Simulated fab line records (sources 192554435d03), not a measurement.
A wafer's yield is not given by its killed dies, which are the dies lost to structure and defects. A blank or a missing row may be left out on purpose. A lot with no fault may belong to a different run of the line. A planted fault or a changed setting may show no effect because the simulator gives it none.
fab line records :: flow n5Finfet
record
  lots=4
  wafers=10
  lastDay=15
route steps=1938 shown DUMMY_REMOVAL@377 HKMG_FIN@385 BEOL_M4@1111 PASSIVATION@1936
lots with no fault: from the same line, run without faults
startH: hours from the record's opening day to when the first of the lot's shown wafers began :: waitH: hours elapsed since this lot's preceding step :: " same as the row above :: L1.1+2: a single row standing in for several wafers :: - no value present, or no start provided :: * or withheld: withheld :: < > ~ a bound
route shown NAME@n: a module of which the file shows steps, and the number in the route of the first :: usual: mean and standard deviation over wafers with no fault :: same: alike in all rows :: chamber/n: place in a boat :: sites: per-site readings :: _std_site: their standard deviation :: _edge_site: mean of outer sites minus mean of inner sites :: radiusMm: how far each site lies from the wafer's centre :: mask NAME#n: copy n :: behind: the tool/chamber that last shaped the wafer :: hold: why the lot went on hold/how many hours it stayed there/how the hold came to an end :: device: which transistor (n, p or np) failed to switch :: end of line: tests of these same wafers at the route's end :: a step with no rows: only its recipe :: killed: the dies lost at the first sort to structure and to defects; this is not the yield of the wafer :: map: dies across one wafer; x = killed, . = not, _ = none there
set.NAME: the setting as run; set.NAME@STEP: as run at that earlier step :: model.NAME: the simulator's own value behind a step, which no gauge read
certain route steps with their lots: each step a table, each wafer a row
services: when a tool's chamber went out of use (startH, in hours from the record's first day, below 0 if earlier), for how many hours, and the reason
## steps
# step N5_DUMMY_REMOVAL_HM_STRIP_01
# recipe
  chemistry=CH3F/O2
  material=SiNx
  targetDepthA=40
  stopOn=poly-Si
  timeS=6.8
  overEtchFrac=0.3
  ionEnergyEv=60
  powerW=410
  biasW=29
  Ar_flow_sccm=150
  CH3F_flow_sccm=30
  O2_flow_sccm=20
# step N5_DUMMY_REMOVAL_STRIP_10
# recipe
  chemistry=N2/H2
  timeS=40
  powerW=100
  tempC=40
  pressureMtorr=100
  rfFrequencyHz=6e+07
  biasPowerW=3
  n2FlowSccm=300
  h2FlowSccm=300
# step N5_DUMMY_REMOVAL_PRECLEAN_07
# recipe
  chemistry=dHF
  timeS=30
  tempC=25
  dilution=withheld
# step N5_DUMMY_REMOVAL_DUMMY_REMOVE_02
# recipe
  chemistry=TMAH
  tempC=70
  target=poly-Si
  stopOn=SiO2
  targetDepthNm=142
  concWtPct=5
  timeS=57
  dry=ipaMarangoni
  rinseTimeS=30
  rinseTempC=23
# step N5_DUMMY_REMOVAL_PRECLEAN_08
# recipe
  chemistry=NF3:NH3
  afsCycles=2
  tempC=30
  timeS=20
  sublimationTempC=180
  sublimationTimeS=60
  pressureTorr=3
  rfPowerW=30
# step N5_DUMMY_REMOVAL_PRECLEAN_04
# recipe
  chemistry=DHF
  timeS=37
  tempC=25
  dilution=500:1
# step N5_DUMMY_REMOVAL_SRD_05
# recipe
  dry=ipaMarangoni
  doPpb=5
  timeS=30
  tempC=23
  rinseLiquid=diw
# step N5_HKMG_FIN_IL_REGROW_00
# recipe
  material=SiO2
  targetThkA=7.5
  chemistry=O3
  tempC=withheld
  timeS=30
# step N5_HKMG_FIN_HK_ALD_01
# recipe
  material=HfO2
  targetThkA=16
  tempC=withheld
  aldPrecursorFamily=HfCl4
  aldCoReactant=H2O
  pulseTimeS=3
  purgeTimeS=3
  coReactantPurgeTimeS=2.5
  coReactantPulseTimeS=0.3
  aldCycles=30
# step N5_HKMG_FIN_HK_ANNEAL_02
# recipe
  tempC=700
  timeS=30
  ambient=N2
  idleTempC=600
  rampUpCPerS=150
  rampDownCPerS=60
  coolToC=600
# step N5_HKMG_FIN_ALD_74
# recipe
  material=La2O3
  targetThkA=5
  tempC=250
  aldPrecursorFamily=La-Cp
  aldCoReactant=O3
  pulseTimeS=6
  coReactantPulseTimeS=1
  purgeTimeS=3
  coReactantPurgeTimeS=3
# usual
  heaterPowerOuterW=180/21
  heaterPowerW=336/36
  precursorPulseHeightRel=1.001/0.018
lot.wafer: L951.1
tool: aldHk-01
chamber: 3
startH: 78.27
waitH: 0.2
heaterPowerOuterW: 178
heaterPowerW: 319
precursorPulseHeightRel: 1.011

lot.wafer: L951.2
tool: aldHk-01
chamber: 2
startH: 78.27
waitH: 0.2
heaterPowerOuterW: 182
heaterPowerW: 337
precursorPulseHeightRel: 1.001

lot.wafer: L951.4
tool: aldHk-01
chamber: 1
startH: 78.27
waitH: 0.2
heaterPowerOuterW: 200
heaterPowerW: 342
precursorPulseHeightRel: 1.032

lot.wafer: L956.3
tool: aldHk-01
chamber: 0
startH: 108.98
waitH: 0.1
heaterPowerOuterW: 141
heaterPowerW: 264
precursorPulseHeightRel: 0.997

lot.wafer: L956.4
tool: aldHk-01
chamber: 2
startH: 108.98
waitH: 0.1
heaterPowerOuterW: 176
heaterPowerW: 337
precursorPulseHeightRel: 1.000

lot.wafer: L956.5
tool: aldHk-01
chamber: 3
startH: 108.98
waitH: 0.1
heaterPowerOuterW: 189
heaterPowerW: 322
precursorPulseHeightRel: 0.998

lot.wafer: L957.1
tool: aldHk-01
chamber: 3
startH: 113.82
waitH: 0.2
heaterPowerOuterW: 181
heaterPowerW: 324
precursorPulseHeightRel: 1.004

lot.wafer: L965.2
tool: aldHk-02
chamber: 0
startH: 163.15
waitH: 0.2
heaterPowerOuterW: 165
heaterPowerW: 321
precursorPulseHeightRel: 0.994

lot.wafer: L965.5
tool: aldHk-02
chamber: 0
startH: 163.15
waitH: 0.2
heaterPowerOuterW: 171
heaterPowerW: 313
precursorPulseHeightRel: 0.992

lot.wafer: L965.6
tool: aldHk-02
chamber: 3
startH: 163.15
waitH: 0.2
heaterPowerOuterW: 203
heaterPowerW: 416
precursorPulseHeightRel: 0.984
# step N5_HKMG_FIN_ALD_75
# recipe
  material=Al2O3
  targetThkA=10
  tempC=150
  aldPrecursorFamily=TMA
  aldCoReactant=H2O
  pulseTimeS=withheld
  coReactantPulseTimeS=1
# step N5_HKMG_FIN_COAT_41
# recipe
  resist=SOC
  tempC=250
  timeS=60
  spinRpm=1500
  resistThkNm=300
# step N5_HKMG_FIN_COAT_42
# recipe
  resist=SiARC
  tempC=220
  timeS=60
  spinRpm=1500
  resistThkNm=35
# step N5_HKMG_FIN_COAT_43
# recipe
  resist=CAR-ArF
  spinRpm=1500
  resistThkNm=90
# step N5_HKMG_FIN_EBR_45
# recipe
  solvent=PGMEA
  ebrWidthMm=1.5
# step N5_HKMG_FIN_SOFTBAKE_44
# recipe
  tempC=110
  timeS=60
  resist=CAR-ArF
# step N5_HKMG_FIN_EXPOSE_46
# recipe
  maskId=NDIPOLE
  na=1.35
  sourceShape=conventional
  sigmaOuter=0.8
  polarization=unpolarized
  doseMj=40
# step N5_HKMG_FIN_PEB_47
# recipe
  pebTempC=withheld
  pebTimeS=60
  resist=CAR-ArF
# step N5_HKMG_FIN_DEVELOP_48
# recipe
  developTimeS=30
  developer=TMAH
  resist=CAR-ArF
  rinseLiquid=diw
  dry=airSpin
  devTempC=23
# step N5_HKMG_FIN_DESCUM_53
# recipe
  chemistry=O2
  timeS=7.9
  sourcePowerW=50
  biasPowerW=20
  pressureMtorr=20
  rfFrequencyHz=2.712e+07
  tempC=40
  resist=CAR-ArF
  o2FlowSccm=225
# step N5_HKMG_FIN_ETCH_54
# recipe
  chemistry=CF4
  target=SiARC
  targetDepthA=455
  maskMaterial=CAR-ArF
  timeS=75.8
  ionEnergyEv=80
  pressureMtorr=40
  sourceW=545
  biasW=36
  Ar_flow_sccm=100
  cf4FlowSccm=100
  ends=cleared
# step N5_HKMG_FIN_ETCH_55
# recipe
  chemistry=N2/H2
  target=SOC
  targetDepthA=2400
  tempC=40
  timeS=300
  ionEnergyEv=200
  maskMaterial=SiARC
  pressureMtorr=30
  sourceW=840
  biasW=150
  n2FlowSccm=200
  h2FlowSccm=200
# step N5_HKMG_FIN_STRIP_56
# recipe
  chemistry=N2/H2
  tempC=40
  n2FlowSccm=200
  h2FlowSccm=200
  rfFrequencyHz=6e+07
# step N5_HKMG_FIN_STRIP_57
# recipe
  chemistry=CF4
  resist=SiARC
  powerW=300
  biasPowerW=75
  pressureMtorr=50
  cf4FlowSccm=150
  rfFrequencyHz=6e+07
# step N5_HKMG_FIN_ETCH_58
# recipe
  chemistry=N2/H2
  target=SOC
  targetDepthA=2158
  ionEnergyEv=50
  biasW=13
  timeS=741
  pressureMtorr=30
  sourceW=875
  n2FlowSccm=200
  h2FlowSccm=200
# step N5_HKMG_FIN_STRIP_93
# recipe
  chemistry=N2/H2
  material=SOC
  timeS=20
  powerW=500
  tempC=40
  pressureMtorr=50
  rfFrequencyHz=6e+07
  biasPowerW=8
  h2Frac=0.5
  n2FlowSccm=300
  h2FlowSccm=300
# step N5_HKMG_FIN_WET_ETCH_76
# recipe
  chemistry=dNH4OH
  mix=1:50
  tempC=25
  target=Al2O3
  stopOn=La2O3
  targetDepthNm=2.25
  dry=ipaMarangoni
  rinseTimeS=30
  rinseTempC=23
# step N5_HKMG_FIN_STRIP_60
# recipe
  chemistry=N2/H2
  powerW=2500
  tempC=300
  h2Frac=0.65
  timeS=360
  pressureMtorr=withheld
  n2FlowSccm=1750
  h2FlowSccm=3250
# step N5_HKMG_FIN_WET_ETCH_77
# recipe
  chemistry=dHCl
  mix=1:10000
  tempC=25
  target=La2O3
  stopOn=HfO2
  targetDepthNm=2
# step N5_HKMG_FIN_WET_ETCH_78
# recipe
  chemistry=dNH4OH
  mix=1:50
  tempC=25
  target=Al2O3
  stopOn=La2O3
  targetDepthNm=4.5
  dry=ipaMarangoni
  rinseTimeS=30
  rinseTempC=23
# step N5_HKMG_FIN_ALD_79
# recipe
  material=TiN
  targetThkA=15
  tempC=400
  aldPrecursorFamily=TiCl4
  aldCoReactant=NH3
  pulseTimeS=1
  purgeTimeS=3
  coReactantPurgeTimeS=2
  coReactantPulseTimeS=2
  aldCycles=68
  pressureTorr=3
# step N5_HKMG_FIN_CVD_62
# recipe
  material=a-Si
  targetThkA=30
  tempC=500
  precursor=Si2H6
  pressureTorr=1
  timeS=20.8
# step N5_HKMG_FIN_RTA_80
# recipe
  tempC=withheld
  timeS=2
  ambient=N2
  idleTempC=600
  rampUpCPerS=150
  rampDownCPerS=60
  coolToC=600
# step N5_HKMG_FIN_PRECLEAN_64
# recipe
  chemistry=dHF
  timeS=30
  tempC=25
  dilution=withheld
# step N5_HKMG_FIN_WET_ETCH_65
# recipe
  chemistry=TMAH
  tempC=70
  concWtPct=5
  target=a-Si
  stopOn=TiN
  timeS=49
  targetDepthNm=3
# step N5_HKMG_FIN_WET_ETCH_81
# recipe
  chemistry=SC1
  target=TiN
  stopOn=HfO2
  mix=1:1:5
  tempC=60
  timeS=57
  targetDepthNm=6
# step N5_BEOL_M4_RC_MEAS_101
# usual
  DIBL_N=36.3/1.2
  DIBL_P=36.7/1.5
  IOFF_N=0.164/0.02
  IOFF_P=0.214/0.024
  IOFF_P_85C=3.7/0.34
  IOFF_P_LIN=0.101/0.009
  IOFF_P_LONG=0.000107/6e-06
  ION_N=673/8.5
  ION_P=461/5.9
  SS_N=71.6/0.44
  SS_P=73.3/0.55
  VT_N=249.4/2.4
  VT_N_LVT=98.3/2.8
  VT_P=-250.0/2.3
  VT_P_LONG=-274.8/2.3
lot.wafer: L951.1
tool: prober-02
chamber: 0
startH: 171.73
waitH: 0.0
DIBL_N[mV/V]: 35.2
DIBL_P[mV/V]: 33.6
IOFF_N[nA/um]: 0.146
IOFF_P[nA/um]: 0.190
IOFF_P_85C[nA/um]: 3.3
IOFF_P_LIN[nA/um]: 0.092
IOFF_P_LONG[nA/um]: 0.000112
ION_N[uA/um]: 674
ION_P[uA/um]: 462
SS_N[mV/dec]: 71.2
SS_P[mV/dec]: 72.8
VT_N[mV]: 250.3
VT_N_LVT[mV]: 98.8
VT_P[mV]: -249.2
VT_P_LONG[mV]: -276.2

lot.wafer: L951.2
tool: prober-02
chamber: 0
startH: 171.73
waitH: 0.0
DIBL_N[mV/V]: 36.0
DIBL_P[mV/V]: 34.6
IOFF_N[nA/um]: 0.151
IOFF_P[nA/um]: 0.207
IOFF_P_85C[nA/um]: 3.6
IOFF_P_LIN[nA/um]: 0.099
IOFF_P_LONG[nA/um]: 0.000111
ION_N[uA/um]: 660
ION_P[uA/um]: 462
SS_N[mV/dec]: 71.9
SS_P[mV/dec]: 73.1
VT_N[mV]: 250.2
VT_N_LVT[mV]: 99.8
VT_P[mV]: -248.8
VT_P_LONG[mV]: -273.8

lot.wafer: L951.4
tool: prober-02
chamber: 0
startH: 171.73
waitH: 0.0
DIBL_N[mV/V]: 36.6
DIBL_P[mV/V]: 34.5
IOFF_N[nA/um]: 0.158
IOFF_P[nA/um]: 0.204
IOFF_P_85C[nA/um]: 3.5
IOFF_P_LIN[nA/um]: 0.097
IOFF_P_LONG[nA/um]: 0.000113
ION_N[uA/um]: 666
ION_P[uA/um]: 457
SS_N[mV/dec]: 71.4
SS_P[mV/dec]: 73.3
VT_N[mV]: 250.9
VT_N_LVT[mV]: 98.7
VT_P[mV]: -249.3
VT_P_LONG[mV]: -274.6

lot.wafer: L956.3
tool: prober-01
chamber: 0
startH: 203.97
waitH: 0.3
DIBL_N[mV/V]: 36.2
DIBL_P[mV/V]: 36.6
IOFF_N[nA/um]: 0.152
IOFF_P[nA/um]: 0.409
IOFF_P_85C[nA/um]: 6.4
IOFF_P_LIN[nA/um]: 0.195
IOFF_P_LONG[nA/um]: 0.000186
ION_N[uA/um]: 671
ION_P[uA/um]: 495
SS_N[mV/dec]: 71.6
SS_P[mV/dec]: 73.2
VT_N[mV]: 250.0
VT_N_LVT[mV]: 114.5
VT_P[mV]: -230.8
VT_P_LONG[mV]: -255.2

lot.wafer: L956.4
tool: prober-01
chamber: 0
startH: 203.97
waitH: 0.3
DIBL_N[mV/V]: 36.2
DIBL_P[mV/V]: 35.8
IOFF_N[nA/um]: 0.153
IOFF_P[nA/um]: 0.387
IOFF_P_85C[nA/um]: 6.2
IOFF_P_LIN[nA/um]: 0.188
IOFF_P_LONG[nA/um]: 0.000186
ION_N[uA/um]: 678
ION_P[uA/um]: 487
SS_N[mV/dec]: 70.7
SS_P[mV/dec]: 73.6
VT_N[mV]: 248.5
VT_N_LVT[mV]: 114.5
VT_P[mV]: -232.3
VT_P_LONG[mV]: -256.1

lot.wafer: L956.5
tool: prober-01
chamber: 0
startH: 203.97
waitH: 0.3
DIBL_N[mV/V]: 36.8
DIBL_P[mV/V]: 36.6
IOFF_N[nA/um]: 0.164
IOFF_P[nA/um]: 0.416
IOFF_P_85C[nA/um]: 6.5
IOFF_P_LIN[nA/um]: 0.198
IOFF_P_LONG[nA/um]: 0.000186
ION_N[uA/um]: 670
ION_P[uA/um]: 489
SS_N[mV/dec]: 71.2
SS_P[mV/dec]: 73.3
VT_N[mV]: 248.7
VT_N_LVT[mV]: 115.2
VT_P[mV]: -229.1
VT_P_LONG[mV]: -254.2

lot.wafer: L957.1
tool: prober-02
chamber: 0
startH: 225.24
waitH: 0.0
DIBL_N[mV/V]: 36.0
DIBL_P[mV/V]: 37.4
IOFF_N[nA/um]: 0.166
IOFF_P[nA/um]: 0.418
IOFF_P_85C[nA/um]: 6.4
IOFF_P_LIN[nA/um]: 0.195
IOFF_P_LONG[nA/um]: 0.000169
ION_N[uA/um]: 679
ION_P[uA/um]: 489
SS_N[mV/dec]: 72.2
SS_P[mV/dec]: 74.2
VT_N[mV]: 249.7
VT_N_LVT[mV]: 115.8
VT_P[mV]: -233.0
VT_P_LONG[mV]: -257.6

lot.wafer: L965.2
tool: prober-02
chamber: 0
startH: 260.07
waitH: 0.2
DIBL_N[mV/V]: 35.0
DIBL_P[mV/V]: 35.8
IOFF_N[nA/um]: 0.133
IOFF_P[nA/um]: 0.198
IOFF_P_85C[nA/um]: 3.5
IOFF_P_LIN[nA/um]: 0.100
IOFF_P_LONG[nA/um]: 0.000111
ION_N[uA/um]: 669
ION_P[uA/um]: 465
SS_N[mV/dec]: 71.0
SS_P[mV/dec]: 72.8
VT_N[mV]: 254.1
VT_N_LVT[mV]: 104.1
VT_P[mV]: -248.2
VT_P_LONG[mV]: -273.6

lot.wafer: L965.5
tool: prober-02
chamber: 0
startH: 260.07
waitH: 0.2
DIBL_N[mV/V]: 35.2
DIBL_P[mV/V]: 35.6
IOFF_N[nA/um]: 0.134
IOFF_P[nA/um]: 0.196
IOFF_P_85C[nA/um]: 3.5
IOFF_P_LIN[nA/um]: 0.099
IOFF_P_LONG[nA/um]: 0.000112
ION_N[uA/um]: 664
ION_P[uA/um]: 460
SS_N[mV/dec]: 70.6
SS_P[mV/dec]: 72.4
VT_N[mV]: 251.3
VT_N_LVT[mV]: 104.6
VT_P[mV]: -249.8
VT_P_LONG[mV]: -274.1

lot.wafer: L965.6
tool: prober-02
chamber: 0
startH: 260.07
waitH: 0.2
DIBL_N[mV/V]: 37.1
DIBL_P[mV/V]: 38.4
IOFF_N[nA/um]: 0.170
IOFF_P[nA/um]: 0.239
IOFF_P_85C[nA/um]: 4.1
IOFF_P_LIN[nA/um]: 0.113
IOFF_P_LONG[nA/um]: 0.00011
ION_N[uA/um]: 672
ION_P[uA/um]: 465
SS_N[mV/dec]: 72.0
SS_P[mV/dec]: 74.3
VT_N[mV]: 252.0
VT_N_LVT[mV]: 101.6
VT_P[mV]: -244.9
VT_P_LONG[mV]: -275.2
# step N5_PASSIVATION_PROBE_49
# usual
  defectLimitedYield=91.2/1.5
  killed_at_M0_to_M3=35/11
  killed_at_M4_up=13/5.6
  killedAtContacts=13/6.3
  killedAtFrontEnd=38/12
  killedAtOther=3.7/2.9
  killedDies=104/18
  killedOpen=69/13
  killedShort=34/8.3
  sort_bin_4_leakage=0/0
  sort_bin_5_function=5.2/0.95
  sort_bin_6_memory=3.3/0.68
  sortNPass=1076/18
  sortYieldPct=91.2/1.5
# same
  grossDies=1180
  killedAtBackSide=0
  sort_bin_8_speed[%]=0
lot.wafer: L956.3
tool: prober-01
chamber: -
startH: 305.67
waitH: 0.1
defectLimitedYield[%]: 94.2
killed_at_M0_to_M3: 22
killed_at_M4_up: 7
killedAtContacts: 6
killedAtFrontEnd: 28
killedAtOther: 6
killedDies: 69
killedOpen: 31
killedShort: 35
sort_bin_4_leakage[%]: 0.25
sort_bin_5_function[%]: 3.1
sort_bin_6_memory[%]: 2.1
sortNPass: 1108
sortYieldPct[%]: 93.9

lot.wafer: L956.4
tool: prober-01
chamber: -
startH: 305.72
waitH: 0.2
defectLimitedYield[%]: 93.7
killed_at_M0_to_M3: 36
killed_at_M4_up: 8
killedAtContacts: 6
killedAtFrontEnd: 14
killedAtOther: 10
killedDies: 74
killedOpen: 50
killedShort: 22
sort_bin_4_leakage[%]: 0.08
sort_bin_5_function[%]: 3.8
sort_bin_6_memory[%]: 2.3
sortNPass: 1105
sortYieldPct[%]: 93.6

lot.wafer: L956.5
tool: prober-01
chamber: -
startH: 305.77
waitH: 0.2
defectLimitedYield[%]: 90.7
killed_at_M0_to_M3: 27
killed_at_M4_up: 27
killedAtContacts: 11
killedAtFrontEnd: 29
killedAtOther: 16
killedDies: 110
killedOpen: 70
killedShort: 33
sort_bin_4_leakage[%]: 0.17
sort_bin_5_function[%]: 5.7
sort_bin_6_memory[%]: 3.5
sortNPass: 1068
sortYieldPct[%]: 90.5

lot.wafer: L957.1
tool: prober-02
chamber: -
startH: 332.95
waitH: 0.0
defectLimitedYield[%]: 89.6
killed_at_M0_to_M3: 47
killed_at_M4_up: 16
killedAtContacts: 12
killedAtFrontEnd: 44
killedAtOther: 4
killedDies: 123
killedOpen: 73
killedShort: 48
sort_bin_4_leakage[%]: 1.10
sort_bin_5_function[%]: 6.0
sort_bin_6_memory[%]: 3.9
sortNPass: 1044
sortYieldPct[%]: 88.5

lot.wafer: L965.2
tool: prober-01
chamber: -
startH: 364.77
waitH: 0.1
defectLimitedYield[%]: 90.8
killed_at_M0_to_M3: 37
killed_at_M4_up: 10
killedAtContacts: 13
killedAtFrontEnd: 47
killedAtOther: 2
killedDies: 109
killedOpen: 74
killedShort: 35
sort_bin_4_leakage[%]: 0
sort_bin_5_function[%]: 5.3
sort_bin_6_memory[%]: 3.6
sortNPass: 1071
sortYieldPct[%]: 90.8

lot.wafer: L965.6
tool: prober-01
chamber: -
startH: 364.97
waitH: 0.3
defectLimitedYield[%]: 89.8
killed_at_M0_to_M3: 32
killed_at_M4_up: 6
killedAtContacts: 25
killedAtFrontEnd: 53
killedAtOther: 4
killedDies: 120
killedOpen: 74
killedShort: 45
sort_bin_4_leakage[%]: 0
sort_bin_5_function[%]: 6.4
sort_bin_6_memory[%]: 3.6
sortNPass: 1060
sortYieldPct[%]: 89.8
# killed by level:class
L956.3 FIN_SAQP:geometricParticle:short=8 BEOL_M0_SAQP:geometricParticle:short=6 GATE_CUT:geometricParticle:short=5 MOL_CONTACT_COAG:geometricParticle:open=4 BEOL_M1:geometricParticle:open=4 BEOL_M2:geometricParticle:open=4 FIN_SAQP:geometricParticle:open=3 DUMMY_GATE:geometricParticle:short=3
L956.4 BEOL_M2:geometricParticle:open=11 BEOL_M0_SAQP:geometricParticle:short=6 MOL_CONTACT_COAG:geometricParticle:open=5 DUMMY_GATE:geometricParticle:open=4 BEOL_M0_SAQP:geometricParticle:open=4 BEOL_M1:geometricParticle:short=4 BEOL_M3:geometricParticle:open=4 STARTING-WAFER:geometricParticle:open=4
L956.5 MOL_CONTACT_COAG:geometricParticle:open=11 BEOL_M4:geometricParticle:open=11 FIN_SAQP:geometricParticle:short=7 BEOL_M0_SAQP:geometricParticle:short=6 STARTING-WAFER:geometricParticle:open=6 BEOL_M2:geometricParticle:open=5 PASS1_CAP:geometricParticle:open=5 BEOL_M0_SAQP:geometricParticle:open=4
L957.1 FIN_SAQP:geometricParticle:short=18 BEOL_M1:geometricParticle:open=14 BEOL_M0_SAQP:geometricParticle:open=12 MOL_CONTACT_COAG:geometricParticle:open=8 BEOL_M2:geometricParticle:open=8 STI_FIN_REVEAL:geometricParticle:open=6 FIN_SAQP:geometricParticle:open=5 MOL_CONTACT_COAG:geometricParticle:short=4
L965.2 FIN_SAQP:geometricParticle:open=17 MOL_CONTACT_COAG:geometricParticle:open=12 BEOL_M0_SAQP:geometricParticle:open=11 BEOL_M0_SAQP:geometricParticle:short=10 FIN_SAQP:geometricParticle:short=8 STI_FIN_REVEAL:geometricParticle:open=7 BEOL_M3:geometricParticle:open=6 BEOL_M2:geometricParticle:open=5
L965.6 MOL_CONTACT_COAG:geometricParticle:open=19 FIN_SAQP:geometricParticle:short=16 FIN_SAQP:geometricParticle:open=9 BEOL_M3:geometricParticle:open=9 STI_FIN_REVEAL:geometricParticle:open=8 MOL_CONTACT_COAG:geometricParticle:short=6 DUMMY_GATE:geometricParticle:open=6 GATE_CUT:geometricParticle:short=5
# map L956.5 (x killed, . not)
_________________...x........________________
______________..x..............x_____________
___________.....x.......x..........__________
__________.....xx......x............_________
________............x............x...._______
_______........x.....................x.______
______....................x............._____
_____.............................xx.....____
____.................xx..x............x...___
___.....x..x.........x......x..x......x....__
___............xx..............x........x..__
__x.............x..........x..x....xx..x...._
__...............xx...........x......x..xx.._
_...........................x.x.....x...x....
_.................x.....................x....
_............................................
_.........x............x..................x..
_x..x.........x.............xx.....x.........
_.....x....................x..........x......
_...x..........x.......x..x.x................
_............x....x.....................x....
__..............xx..x.........xxx..........._
__.........................................._
___......x......................x..........__
___..x...........x.x........x.......x......__
____................xx.x..................___
_____....................xxx.........x...____
______....................xxx.....xx...._____
_______..x...x..........x..........x.x.______
________......x.x..............x......_______
__________x...................x....._________
___________x.x....x................__________
______________...........x...xx._____________
_________________.x..........________________
# map L957.1 (x killed, . not)
_________________.....x......________________
______________.x................_____________
___________..........x.xx..........__________
__________.......x............x....._________
________.............................._______
_______..............xxxx............x.______
______xx...x.....x......................_____
_____......x................x............____
____.x........x.........x..x..xx..........___
___xx.........x......................x....x__
___..x.............x..x...........x........__
__..........x..x...........x.x.............x_
__..x..x..x..x.....x........x..............._
_........x...................x............x..
_..x............x....x..........x.........x..
_.....................................x......
_.....x......x...x.............x.....xx..x...
_.............x.............xx.x........x....
_..........x.x.x.............xx..x...x..xx...
_.....x.......x....x...x..x........x.x.......
_...x......x................x.x..............
__.....xx.x.......................x.x.....xx_
__x........................................._
___......x.x...................x.......x.x.__
___.x......x..x.x.....x.......x.x..........__
____...x.............x....................___
_____..x...x......x..x.x..............x..____
______.................................._____
_______...............................x______
________...........x.................x_______
__________.............x..x....x...._________
___________........................__________
______________.....x............_____________
_________________......x.x.x.________________
## services
tool: aldHk-01
chamber: -
startH: 98.36
hours: 0.7
kind: repair

tool: aldHk-02
chamber: -
startH: 145.13
hours: 0.4
kind: repair
## key
firstSign
  step=N5_BEOL_M4_RC_MEAS_101
  reading=IOFF_P_LONG
  direction=up
  sigmas=13
  usual=0.000107
  struck=0.000182
effect
  step=N5_BEOL_M4_RC_MEAS_101
  reading=IOFF_P_LIN
  direction=up
  sigmas=10
  usual=0.101
  struck=0.194
effect
  step=N5_BEOL_M4_RC_MEAS_101
  reading=VT_P_LONG
  direction=up
  sigmas=8.2
  usual=-274.8
  struck=-255.8
effect
  step=N5_BEOL_M4_RC_MEAS_101
  reading=IOFF_P
  direction=up
  sigmas=8.2
  usual=0.214
  struck=0.407
effect
  step=N5_BEOL_M4_RC_MEAS_101
  reading=VT_P
  direction=up
  sigmas=8.1
  usual=-250.0
  struck=-231.3
effect
  step=N5_BEOL_M4_RC_MEAS_101
  reading=IOFF_P_85C
  direction=up
  sigmas=7.9
  usual=3.7
  struck=6.4
effect
  step=N5_BEOL_M4_RC_MEAS_101
  reading=VT_N_LVT
  direction=up
  sigmas=6
  usual=98.3
  struck=115.0
effect
  step=N5_BEOL_M4_RC_MEAS_101
  reading=ION_P
  direction=up
  sigmas=4.9
  usual=461
  struck=490
effect
  step=N5_PASSIVATION_PROBE_49
  reading=sort_bin_4_leakage
  direction=up
  sigmas=4.8
  usual=0
  struck=0.40
  wafersMoved=3
metAt N5_HKMG_FIN_ALD_74
struckWafers L956.3,L956.4,L956.5,L957.1
onsetBetween 78.27 108.98
fault
  kind=processParameterDrift
  tool=aldHk-01
  chamber=-
  onsetH=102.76
  steps=N5_HKMG_FIN_ALD_74
  channel=targetThkA
  offset=*
  shape=step
  endH=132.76
  actsIn=*
  stated=*
